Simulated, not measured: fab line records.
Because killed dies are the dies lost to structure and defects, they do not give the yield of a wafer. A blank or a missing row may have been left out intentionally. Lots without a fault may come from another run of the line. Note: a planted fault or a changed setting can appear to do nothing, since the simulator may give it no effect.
A struck lot beside a sound one + flow nand harc + 15 steps out of a route of 1159
Sound: these wafers, L644.2, L644.4, L644.5. Struck: wafers L634.1, L634.5, L634.6. Last of all comes the cause.
Per side, at each step with rows, come the tool, then ch with its chambers, and then its first start. Under that, the readings that differ: sound wafers + struck wafers + difference of the means + sigmas: that difference in standard deviations of wafers without a fault.
alike: words and numbers the same on both sides, and readings whose means are apart by under 2 such deviations; not compared: readings that were withheld, readings missing a value for some wafer, numbers with overlapping values and no deviation given by the record, and bounds like >300 which may hide the same value.
Wherever a step has rows on one side only, a row that says differs or no value, or a row with sigmas, the two part there. Numbers that have no deviation but don't overlap get no sigmas and don't part them. A reading that every wafer of one side lacks parts them only if that side has two wafers or more.

first, 1 step without rows for these wafers: NHARC_P_M0_DEVELOP_08 (develop time 35 s).
NHARC_P_M0_CD_MEAS_09: target cd 90 nm.
  sound on cd sem-01 ch 0, day 10 03:01; struck on cd sem-01 ch 0, day 7 17:53
  alike: cd nm
NHARC_P_M0_OVL_MEAS_10: pitch 180 nm.
  sound on overlay-02, day 10 03:07; struck on overlay-01, day 7 17:59
  alike: overlay x nm, overlay y nm
NHARC_P_M0_INSPECT_11:
  sound on defect inspect-01, day 10 03:09; struck on defect inspect-02, day 7 18:02
  alike: raw defect count
NHARC_P_M0_DESCUM_14: chemistry O2, time 3 s.
  sound on rie diel-13 ch 0,1,3, day 10 03:13; struck on rie diel-01 ch 0,1, day 7 18:05
  alike: chamber pressure mTorr, drypump motor current A, mfc ar sccm, oes product au, rf vpp V, showerhead plenum p Torr, throttle valve pct
  not compared: rf hours counter h
then, 2 steps without rows for these wafers: NHARC_P_M0_ETCH_34 (etches the open film in N2/H2, target depth 40 nm, overetch 12 nm, time 43.94 s); NHARC_P_M0_ETCH_15 (etches the open film in C4F8/Ar, target depth 150 nm, overetch 15 nm, time 82.5 s).
NHARC_P_M0_CD_MEAS_16:
  sound on cd sem-02, day 10 03:31; struck on cd sem-02, day 7 18:23
  alike: cd nm
NHARC_P_M0_STRIP_18: strips in N2/H2.
  sound on rie diel-06 ch 0,1,3, day 10 03:35; struck on rie diel-06 ch 0,3, day 7 18:29
  alike: chamber pressure mTorr, drypump motor current A, mfc ar sccm, oes product au, rf vpp V, showerhead plenum p Torr, throttle valve pct
  not compared: rf hours counter h
then, 1 step without rows for these wafers: NHARC_P_M0_STRIP_19 (strips in post etch residue remover, time 600 s).
NHARC_P_M0_DEGAS_28: time 60 s.
  sound on pvd sputter-01, day 10 04:08; struck on pvd sputter-02, day 7 19:01
  alike: heater power w
NHARC_P_M0_PRE_CLEAN_29: time 30 s.
  sound on pvd sputter-01; struck on pvd sputter-02
  alike: heater power w
NHARC_P_M0_PVD_20: deposits TaN, target thk 5 nm, time 8.06 s.
  sound on pvd sputter-01, day 10 04:14; struck on pvd sputter-02, day 7 19:24
  alike: throttle valve pct
NHARC_P_M0_PVD_21: deposits Cu, target thk 30 nm, time 20.49 s.
  sound on pvd sputter-01; struck on pvd sputter-02
  alike: throttle valve pct
-- jump in the record: it breaks off in module P_M0 and resumes in module END (first step shown: number 1159 of the route), and 14 days separate the struck wafers' starts before and after --
NHARC_END_SORT_01:
  sound on prober-02 ch 0, day 23 04:10; struck on prober-02 ch 0, day 21 14:11
| reading      | sound | struck | difference | sigmas |
|--------------|-------|--------|------------|--------|
| killed short | 1 0 0 | 4 3 3  | +3         | +2     |
  alike: defect limited yield, killed at array, killed at other, killed at periphery, killed dies, killed open, sort_bin_2_pct, sort_bin_3_pct, sort_bin_4_pct, sort n pass, sort rim yield pct, sort yield pct

WHERE THEY PART
Within this record, at NHARC_END_SORT_01 only.

WHY: whatever the simulator had introduced
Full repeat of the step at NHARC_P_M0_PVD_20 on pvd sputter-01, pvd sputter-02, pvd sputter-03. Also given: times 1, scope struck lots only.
